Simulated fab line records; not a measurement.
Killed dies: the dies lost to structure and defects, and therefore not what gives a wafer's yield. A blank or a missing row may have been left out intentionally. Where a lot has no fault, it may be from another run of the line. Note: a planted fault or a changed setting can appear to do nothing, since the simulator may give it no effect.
Chamber matching -- flow n5_finfet -- N5_PMOS_HMC_CHANNEL_EPI_CMP_21 on cmp-04 has 4 sister chambers
The step polishes SiGe30, target thk 54 nm. 8 wafers are shown with their chamber, then 12 later ones without.

== EACH WAFER AND ITS CHAMBER ==
wafer,chamber,motor_current_A (A),retaining_ring_pressure_frac
L091.3,2,15.0,0.999
L091.4,3,11.7,1.006
L092.1,0,12.0,1.001
L092.2,1,14.9,1.005
L092.5,1,14.9,1.004
L093.3,0,11.5,1.002
L093.4,3,10.5,1.005
L093.6,2,15.2,1.000

== WAFERS WITH NO CHAMBER GIVEN ==
wafer,motor_current_A (A),retaining_ring_pressure_frac
L094.1,11.5,0.997
L094.4,11.2,0.999
L094.5,14.7,1.003
L095.1,14.5,0.997
L095.4,14.6,0.993
L095.6,11.2,1.004
L096.3,10.8,1.006
L096.5,14.9,1.002
L096.6,11.9,1.006
L097.1,14.7,0.998
L097.2,10.9,1.004
L097.5,15.0,1.009

== WHICH CHAMBER EACH WENT THROUGH ==
wafer,from the rows above,in truth
L094.1,0,0
L094.4,0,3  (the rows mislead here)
L094.5,1,1
L095.1,2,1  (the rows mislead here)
L095.4,2,2
L095.6,can't be placed: 3 or 0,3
L096.3,3,3
L096.5,can't be placed: 1 or 2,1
L096.6,3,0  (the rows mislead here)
L097.1,2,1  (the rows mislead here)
L097.2,can't be placed: 3 or 0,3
L097.5,1,1
Correctly placed: 5 of 12. Unplaceable from these rows: 3, with the true chamber sitting among the candidates in 3. 4 placed wrongly.
How it was worked out, from the rows above alone: a wafer's distance from a chamber is the root of the sum, over the readings, of the square of ((its reading less the chamber's mean) divided by the reading's scatter). The wafer belongs to the nearest chamber; if the next one is less than 2 further off, it can't be placed. The mean given for a chamber averages the wafers shown for that chamber. The scatter: the root of (the sum of the squares of (reading less its chamber's mean) over the shown wafers, divided by (wafers less chambers)).
